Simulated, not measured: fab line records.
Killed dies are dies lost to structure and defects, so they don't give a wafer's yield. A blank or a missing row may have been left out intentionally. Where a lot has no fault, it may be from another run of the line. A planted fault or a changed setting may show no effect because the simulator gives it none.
fab line records    flow nandHarc
record lots=6  wafers=16  lastDay=31
route steps=1302 shown A_CHANNEL_HOLE_D2@600 A_CHANNEL_FILL_D2@610
lots untouched by any fault: they come from a run of this same line in which no faults occurred
startH: the number of hours between the record's first day and the start of the first shown wafer of the lot    waitH: hours since the lot's step before    " unchanged from the row above    L1.1+2: a row that stands for several wafers    - no value, or no start was given    * or withheld: withheld    < > ~ a bound
route shown NAME@n: NAME is a module with steps in the file, n the number in the route of the first one    usual: average and standard deviation across the fault-free wafers    same: alike in all rows    chamber/n: place in a boat    sites: each site's reading    _std_site: standard deviation of those values    _edge_site: the outer-site mean with the inner-site mean subtracted    radiusMm: for every site, how far away it sits from the centre of the wafer    mask NAME#n: copy n    behind: the tool/chamber that last shaped the wafer    hold: why the lot went on hold/how many hours it stayed there/how the hold came to an end    device: whichever transistor did not switch (one of n, p or np)    end of line: the route-end tests of the same wafers    step lacking rows: just its recipe    killed: the dies lost at the first sort to structure and to defects; this is not the yield of the wafer    map: dies across one wafer; x = killed, . = not, _ = none there
set.NAME: the setting as run; set.NAME@STEP: as run at that earlier step    model.NAME: the simulator's own value behind a step, which no gauge read
lots at some steps of the route; a table a step, a row a wafer
services: a tool's chamber out of use, with start hour (startH, from the record's first day; less than 0 if before it), hours out, and reason
## steps
# step NHARC_A_CHANNEL_HOLE_D2_STRIP_41
# recipe n2FlowSccm=150  h2FlowSccm=150  arFlowSccm=0  biasW=0  chemistry=N2/H2
# step NHARC_A_CHANNEL_HOLE_D2_STRIP_42
# recipe cf4FlowSccm=100  chf3FlowSccm=30  arFlowSccm=0  biasW=0  chemistry=CF4/CHF3
# step NHARC_A_CHANNEL_HOLE_D2_STRIP_43
# recipe o2FlowSccm=400  cosFlowSccm=20  arFlowSccm=0  biasW=0  chemistry=O2/COS
# step NHARC_A_CHANNEL_HOLE_D2_ETCH_44
# recipe targetDepthA=1400  overetchA=140  timeS=77  ionEnergyEv=100  cf4FlowSccm=80  o2FlowSccm=20  arFlowSccm=0  rfW=300  biasW=100  chemistry=CF4/O2
# usual drypumpMotorCurrentA=5.62/0.24  oesProductAu=0.997/0.013  rfVppV=198.3/1.3  showerheadPlenumPTorr=1.36/0.054  throttleValvePct=13.396/0.0095
lot.wafer  tool        chamber  startH  waitH  drypumpMotorCurrentA  oesProductAu  rfHoursCounterH  rfVppV  showerheadPlenumPTorr  throttleValvePct
L894.2     rieDiel-07  2        312.92  0.1    5.61                  0.989         1                196.5   1.24                   13.385
L894.4     "           0        "       "      5.91                  1.002         0                197.8   1.41                   13.412
L894.6     "           1        "       "      5.46                  1.032         -                197.4   1.33                   13.400
L900.4     rieDiel-06  3        377.15  0.1    5.78                  0.987         2                198.8   1.38                   13.395
L900.1     "           1        "       "      5.65                  0.998         2                197.8   1.35                   13.405
L900.6     "           3        "       "      5.77                  0.984         -                199.0   1.38                   13.394
L903.1     rieDiel-06  1        420.06  0.1    5.68                  1.006         4                198.0   1.34                   13.396
L903.6     "           3        "       "      5.78                  0.978         -                197.6   1.38                   13.400
L904.4     rieDiel-06  2        421.72  0.1    5.53                  1.007         4                198.7   1.37                   13.379
L904.1     "           3        "       "      5.80                  0.987         4                199.1   1.38                   13.400
L904.2     "           1        "       "      5.66                  0.997         4                197.8   1.34                   13.390
L908.1     rieDiel-01  1        455.22  0.1    5.39                  1.017         3                197.2   1.27                   13.395
L908.4     "           3        "       "      5.81                  0.984         3                198.6   1.41                   13.403
L911.4     rieDiel-07  1        498.82  0.1    5.48                  1.007         1                198.1   1.33                   13.410
L911.3     "           0        "       "      5.89                  1.003         2                200.3   1.41                   13.401
L911.5     "           1        "       "      5.52                  1.004         -                198.1   1.33                   13.395
# step NHARC_A_CHANNEL_HOLE_D2_STRIP_28
# recipe o2FlowSccm=500  arFlowSccm=0  biasW=0  chemistry=O2
# usual drypumpMotorCurrentA=5.62/0.23  oesProductAu=0.998/0.013  rfVppV=57.9/0.98  showerheadPlenumPTorr=3.58/0.14  throttleValvePct=17.036/0.0084
lot.wafer  tool        chamber  startH  waitH  drypumpMotorCurrentA  oesProductAu  rfHoursCounterH  rfVppV  showerheadPlenumPTorr  throttleValvePct
L894.2     rieDiel-07  0        -       -      5.95                  1.009         0                56.5    3.72                   17.031
L894.4     "           3        "       "      5.30                  0.995         0                56.2    3.40                   17.029
L894.6     "           1        "       "      5.55                  1.029         -                58.6    3.51                   17.051
L900.1     rieDiel-06  1        -       -      5.68                  0.988         2                57.4    3.55                   17.042
L900.4     "           2        "       "      5.55                  1.011         2                58.7    3.63                   17.025
L900.6     "           2        "       "      5.58                  1.008         -                57.9    3.63                   17.028
L903.1     rieDiel-06  3        -       -      5.83                  0.983         4                58.7    3.65                   17.040
L903.6     "           3        "       "      5.79                  0.980         -                58.5    3.65                   17.029
L904.2     rieDiel-06  2        -       -      5.57                  1.003         4                58.1    3.63                   17.036
L904.1     "           3        "       "      5.84                  0.976         4                58.3    3.65                   17.022
L904.4     "           1        "       "      5.69                  1.008         4                58.6    3.55                   17.039
L908.1     rieDiel-01  0        -       -      6.02                  0.982         4                58.0    3.33                   17.029
L908.4     "           1        "       "      5.43                  1.012         4                56.6    3.37                   17.028
L911.3     rieDiel-07  1        -       -      5.51                  0.999         1                57.4    3.51                   17.048
L911.4     "           2        "       "      5.64                  1.005         1                59.2    3.29                   17.056
L911.5     "           3        "       "      5.29                  1.007         -                57.0    3.39                   17.055
# step NHARC_A_CHANNEL_HOLE_D2_PRECLEAN_29
# recipe timeS=*  tempC=50  bathAgeMin=0  chemistry=SC1
# step NHARC_A_CHANNEL_HOLE_D2_SRD_30
# step NHARC_A_CHANNEL_HOLE_D2_CD_MEAS_31
# usual cdNm=90.9/1.7
lot.wafer  tool      chamber  startH  waitH  cdNm
L894.2     cdSem-01  -        313.72  -      88.0
L894.4     "         -        "       "      92.3
L894.6     "         -        "       "      89.3
L900.1     cdSem-02  -        377.93  -      92.4
L900.4     "         -        "       "      92.1
L900.6     "         -        "       "      93.8
L903.1     cdSem-01  -        420.84  -      90.0
L903.6     "         -        "       "      91.4
L904.1     cdSem-02  -        422.52  -      91.6
L904.2     "         -        "       "      91.2
L904.4     "         -        "       "      90.1
L908.1     cdSem-01  -        456.01  -      91.2
L908.4     "         -        "       "      89.7
L911.3     cdSem-01  -        499.62  -      91.2
L911.4     "         -        "       "      90.7
L911.5     "         -        "       "      90.4
# step NHARC_A_CHANNEL_HOLE_D2_XSEM_32
# recipe landingEnergyEv=35000
# usual botCdNm=75.7/1.9  bowNm=8.68/0.23  tiltDeg=0.08/0.035
lot.wafer  tool     chamber  startH  waitH  botCdNm  bowNm  tiltDeg
L894.2     xsem-01  0        313.80  0.1    72.0     8.57   0.08
L894.4     "        0        "       "      76.2     8.66   0.08
L894.6     "        0        "       "      74.2     8.60   0.08
L900.1     xsem-02  0        378.02  0.1    77.4     8.67   0.04
L900.4     "        0        "       "      77.5     8.71   0.04
L900.6     "        0        "       "      78.0     8.73   0.04
L903.1     xsem-01  0        420.92  0.1    75.3     9.09   0.07
L903.6     "        0        "       "      76.9     8.98   0.08
L904.1     xsem-02  0        422.63  0.1    75.8     8.37   0.10
L904.2     "        0        "       "      76.3     8.23   0.10
L904.4     "        0        "       "      75.0     8.35   0.09
L908.1     xsem-02  0        456.10  0.1    75.9     8.67   0.11
L908.4     "        0        "       "      74.5     8.67   0.10
L911.3     xsem-01  0        499.71  0.1    75.7     9.02   0.08
L911.4     "        0        "       "      74.8     8.93   0.08
L911.5     "        0        "       "      74.1     8.97   0.07
# step NHARC_A_CHANNEL_HOLE_D2_INSPECT_40
# usual rawDefectCount=291/94
lot.wafer  tool              chamber  startH  waitH  rawDefectCount
L894.2     defectInspect-02  -        313.90  -      373
L894.4     "                 -        "       "      540
L894.6     "                 -        "       "      324
L900.1     defectInspect-02  -        378.12  -      221
L900.4     "                 -        "       "      268
L900.6     "                 -        "       "      283
L903.1     defectInspect-02  -        421.02  -      265
L903.6     "                 -        "       "      245
L904.1     defectInspect-01  -        422.72  -      410
L904.2     "                 -        "       "      451
L904.4     "                 -        "       "      520
L908.1     defectInspect-02  -        456.20  -      207
L908.4     "                 -        "       "      247
L911.3     defectInspect-01  -        499.80  -      306
L911.4     "                 -        "       "      218
L911.5     "                 -        "       "      241
# step NHARC_A_CHANNEL_FILL_D2_PRECLEAN_00
# recipe timeS=*  tempC=50  bathAgeMin=0  chemistry=SC1
# step NHARC_A_CHANNEL_FILL_D2_SRD_01
# step NHARC_A_CHANNEL_FILL_D2_ALD_02
# recipe targetThkA=60  pulseTimeS=10  aldCycles=60  tempC=300  material=SiO2
# usual aldCycles=60/0  heaterPowerW=469/38  precursorPulseHeightRel=0.999/0.021
lot.wafer  tool      chamber  startH  waitH  aldCycles  heaterPowerW  precursorPulseHeightRel
L894.2     aldHk-04  1        314.24  -      60         498           1.013
L894.4     "         3        "       "      60         475           0.995
L894.6     "         1        "       "      60         506           0.961
L900.1     aldHk-04  0        378.46  -      60         508           1.024
L900.4     "         1        "       "      60         501           1.016
L900.6     "         3        "       "      60         470           1.000
L903.1     aldHk-04  1        421.36  -      82         508           0.969
L903.6     "         3        "       "      82         469           0.977
L904.2     aldHk-02  0        422.99  -      60         491           0.988
L904.4     "         1        "       "      60         425           0.963
L904.1     "         2        "       "      60         483           1.009
L908.4     aldHk-04  2        456.40  -      60         398           1.003
L908.1     "         0        "       "      82         465           1.006
L911.4     aldHk-03  1        500.00  -      60         514           1.006
L911.3     "         2        "       "      60         418           1.002
L911.5     "         2        "       "      60         415           1.007
# step NHARC_A_CHANNEL_FILL_D2_ALD_03
# recipe targetThkA=60  pulseTimeS=60  aldCycles=58  tempC=630  pressureTorr=2  material=SiNx
# usual aldCycles=58/0  chamberPressureTorr=1.999/0.0044  precursorPulseHeightRel=1.003/0.019
lot.wafer  tool            chamber  startH  waitH  aldCycles  chamberPressureTorr  precursorPulseHeightRel
L894.2     aldSinBatch-01  0        -       -      58         2.002                1.055
L894.4     "               0        "       "      58         1.998                0.968
L894.6     "               0        "       "      58         1.994                0.969
L900.1     aldSinBatch-03  0        -       -      58         2.005                0.965
L900.4     "               0        "       "      58         1.999                1.005
L900.6     "               0        "       "      58         2.001                1.049
L903.1     aldSinBatch-03  0        -       -      58         2.000                1.006
L903.6     "               0        "       "      58         2.000                1.000
L904.1     aldSinBatch-03  0        -       -      58         2.000                0.985
L904.2     "               0        "       "      58         2.003                1.012
L904.4     "               0        "       "      58         1.998                0.999
L908.1     aldSinBatch-01  0        -       -      58         1.997                1.002
L908.4     "               0        "       "      58         2.002                1.011
L911.3     aldSinBatch-01  0        -       -      58         1.995                1.016
L911.4     "               0        "       "      58         1.994                0.997
L911.5     "               0        "       "      58         1.994                1.006
## services
tool        chamber  startH  hours  kind
rieDiel-07  -        294.26  9.0    pm
aldHk-02    -        306.72  2.8    repair
rieDiel-06  -        307.33  9.0    pm
rieDiel-06  0        307.33  9.0    ventCycle
rieDiel-06  1        307.33  9.0    ventCycle
rieDiel-06  2        307.33  9.0    ventCycle
rieDiel-06  1        317.35  10.1   repair
rieDiel-01  3        319.03  2.6    repair
aldHk-02    -        321.66  0.7    repair
rieDiel-07  3        344.76  8.5    repair
aldHk-02    -        348.86  10.0   pm
xsem-01     -        374.00  14.0   pm
rieDiel-06  0        378.75  37.1   repair
aldHk-02    -        380.90  0.6    repair
rieDiel-01  -        381.31  9.0    pm
rieDiel-07  1        404.65  5.7    repair
rieDiel-01  0        421.47  1.5    repair
aldHk-03    -        422.00  0.9    repair
aldHk-04    -        432.52  10.0   pm
xsem-02     -        469.81  1.3    repair
rieDiel-07  -        471.26  9.0    pm
rieDiel-06  -        482.71  1.6    repair
rieDiel-06  -        484.33  9.0    pm
rieDiel-01  1        488.87  2.8    repair
## key
firstSign step=NHARC_A_CHANNEL_FILL_D2_ALD_02  reading=aldCycles  direction=up  sigmas=99+  usual=60  struck=82
effect none on later readings
metAt NHARC_A_CHANNEL_FILL_D2_ALD_02
struckWafers L903.1,L903.6,L908.1
testerLeftOut L903,L908
onsetBetween 378.46 421.36
fault kind=processParameterDrift  tool=aldHk-04  chamber=-  onsetH=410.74  steps=NHARC_A_CHANNEL_FILL_D2_ALD_02  channel=aldCycles  offset=22  shape=step  endH=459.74  scope=struckWafersOnly  actsIn=theseRecipesOnly  stated=60
# testerLeftOut: of these lots the tester's yield and bins aren't shown, on N5 and GAA mostly nor the transistor test; their killed dies are dies lost to structure and defects alone, not to doping, threshold or leakage, so they don't give the yield
